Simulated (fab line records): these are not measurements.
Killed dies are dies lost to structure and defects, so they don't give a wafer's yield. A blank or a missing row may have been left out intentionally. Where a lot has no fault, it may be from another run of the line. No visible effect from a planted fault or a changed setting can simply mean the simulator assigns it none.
Matching of chambers    flow n5 finfet    N5_BEOL_M11_ETCH_66 on rie diel-04: 4 sister chambers
The step etches SOC in N2/H2, target depth 120 nm, overetch 24 nm, time 180 s. 4 wafers are shown with their chamber, then 8 later ones without.

== EACH WAFER AND ITS CHAMBER ==
wafer   chamber  showerhead plenum p Torr (Torr)
L076.1  3        2.50
L087.6  0        2.50
L089.6  1        2.63
L088.1  2        2.48

== WAFERS WITHOUT THEIR CHAMBER ==
wafer   showerhead plenum p Torr (Torr)
L088.4  2.50
L088.6  2.48
L091.2  2.50
L091.5  2.50
L091.6  2.50
L096.1  2.62
L096.4  2.50
L096.5  2.62

== CHAMBER TAKEN BY EACH ==
wafer   from the rows above      in truth
L088.4  can't be placed: 0 or 3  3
L088.6  2                        2
L091.2  can't be placed: 0 or 3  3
L091.5  can't be placed: 0 or 3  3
L091.6  can't be placed: 0 or 3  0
L096.1  1                        1
L096.4  can't be placed: 0 or 3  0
L096.5  1                        1
Placed correctly: 3 of 8. From these rows, 5 cannot be placed; in 5 the true chamber is one of the candidates. Wrongly placed: 0.
How it was worked out, from the rows above alone: a wafer's distance from a chamber is the root of the sum, over the readings, of the square of ((its reading less the chamber's mean) divided by the reading's scatter). If the next closest chamber is less than 2 further off than the closest, the wafer can't be placed; otherwise it belongs to the closest. For every chamber, the mean is computed from those of its wafers that are shown. The scatter: with one shown wafer a chamber, the root of the mean of the squares of how far each hidden wafer lies from its nearest shown one.
